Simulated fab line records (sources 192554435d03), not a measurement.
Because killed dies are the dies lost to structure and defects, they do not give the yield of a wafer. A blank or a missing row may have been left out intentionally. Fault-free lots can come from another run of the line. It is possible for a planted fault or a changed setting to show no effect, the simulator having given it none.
3 desks looking at one fault / flow n5-finfet / each desk holds nothing but its own numbers, with what lay behind them at the end

## METROLOGY DESK
What the gauges read, lot by lot, whatever tool the lot ran on: means of the sampled wafers that have a number. The brackets show how far a lot's mean lies from the usual mean; more than 4 standard deviations puts the lot out of limits, marked OUT. Of its 10 readings 7 are shown: those that lie furthest out on some lot.
Columns: A = DIBL_P at N5_BEOL_M4_RC_MEAS_101, usual 35.8 mV/V; B = IOFF_N at N5_BEOL_M4_RC_MEAS_101, usual 0.157 nA/um; C = IOFF_P at N5_BEOL_M4_RC_MEAS_101, usual 0.21 nA/um; D = ION_N at N5_BEOL_M4_RC_MEAS_101, usual 677 uA/um; E = ION_P at N5_BEOL_M4_RC_MEAS_101, usual 465 uA/um; F = SS_P at N5_BEOL_M4_RC_MEAS_101, usual 73.2 mV/dec; G = VT_N at N5_BEOL_M4_RC_MEAS_101, usual 249 mV
lot=L521; first seen here=day 10 01:29; A=32.6; B=0.125; C=0.17; D=677; E=465; F=72.7; G=252
lot=L529; first seen here=day 11 12:04; A=36.3; B=0.159; C=0.21; D=684; E=472; F=72.6; G=247
lot=L530; first seen here=day 12 11:02; A=38.8; B=0.192; C=0.26; D=701; E=479; F=74.1; G=246
lot=L535; first seen here=day 13 19:41; A=35.8; B=0.140; C=0.21; D=671; E=463; F=73.5; G=252
lot=L536; first seen here=day 14 01:10; A=34.7; B=0.143; C=0.19; D=673; E=460; F=73.2; G=250
lot=L537; first seen here=day 14 03:41; A=35.0; B=0.139; C=0.21; D=678; E=473; F=72.7; G=251
lot=L539; first seen here=day 14 09:38; A=36.7; B=0.148; C=0.20; D=675; E=466; F=73.2; G=250
lot=L540; first seen here=day 14 13:03; A=38.1; B=0.194; C=0.24; D=692; E=473; F=73.7; G=245
This desk's verdict: no lot among the 8 shows anything out of limits.

## AT THE TOOL OWNER'S DESK: ald-sin-03
The tool's own readings at N5_SPACER0_ALD_00 (deposits SiOCN, target thk 3.5 nm, pulse time 3 s, purge time 2 s): means of the sampled wafers that have a number, for each lot that ran on this tool. The brackets show how far a lot's mean lies from the usual mean; more than 4 standard deviations puts the lot out of limits, marked OUT.
Columns: A = chamber-pressure-Torr at N5_SPACER0_ALD_00, usual 2.000 Torr; B = heater-power-w at N5_SPACER0_ALD_00, usual 852 W; C = precursor-pulse-height-rel at N5_SPACER0_ALD_00, usual 1.000
lot=L529; first seen here=day 5 21:11; A=1.998; B=914; C=0.991
lot=L530; first seen here=day 6 03:34; A=1.996; B=797; C=1.005
lot=L535; first seen here=day 7 04:47; A=2.001; B=917; C=0.999
This desk's verdict: no lot among the 3 shows anything out of limits.

## THE DEFECT DESK
For each lot, the counts of the inspections along the route, averaged over the sampled wafers that have a number. The brackets show how far a lot's mean lies from the usual mean; more than 4 standard deviations puts the lot out of limits, marked OUT.
Columns: A = raw-defect-count at N5_DUMMY_GATE_INSPECT_27, usual 292
lot=L521; first seen here=day 3 19:05; A=267
lot=L529; first seen here=day 5 20:59; A=236
lot=L530; first seen here=day 6 02:20; A=331
lot=L531; first seen here=day 6 06:07; A=258
lot=L532; first seen here=day 6 10:12; A=286
lot=L535; first seen here=day 7 04:35; A=297
lot=L536; first seen here=day 7 12:04; A=249
lot=L537; first seen here=day 7 18:55; A=389
lot=L539; first seen here=day 8 04:40; A=398
lot=L540; first seen here=day 8 16:31; A=224
This desk's verdict: no lot among the 10 shows anything out of limits.

## BROUGHT TOGETHER
Nothing out of limits was seen by the metrology desk.
The tool owner's desk saw nothing out of limits.
Nothing out of limits was seen by the defect desk.

## WHAT THE SIMULATOR PUT IN
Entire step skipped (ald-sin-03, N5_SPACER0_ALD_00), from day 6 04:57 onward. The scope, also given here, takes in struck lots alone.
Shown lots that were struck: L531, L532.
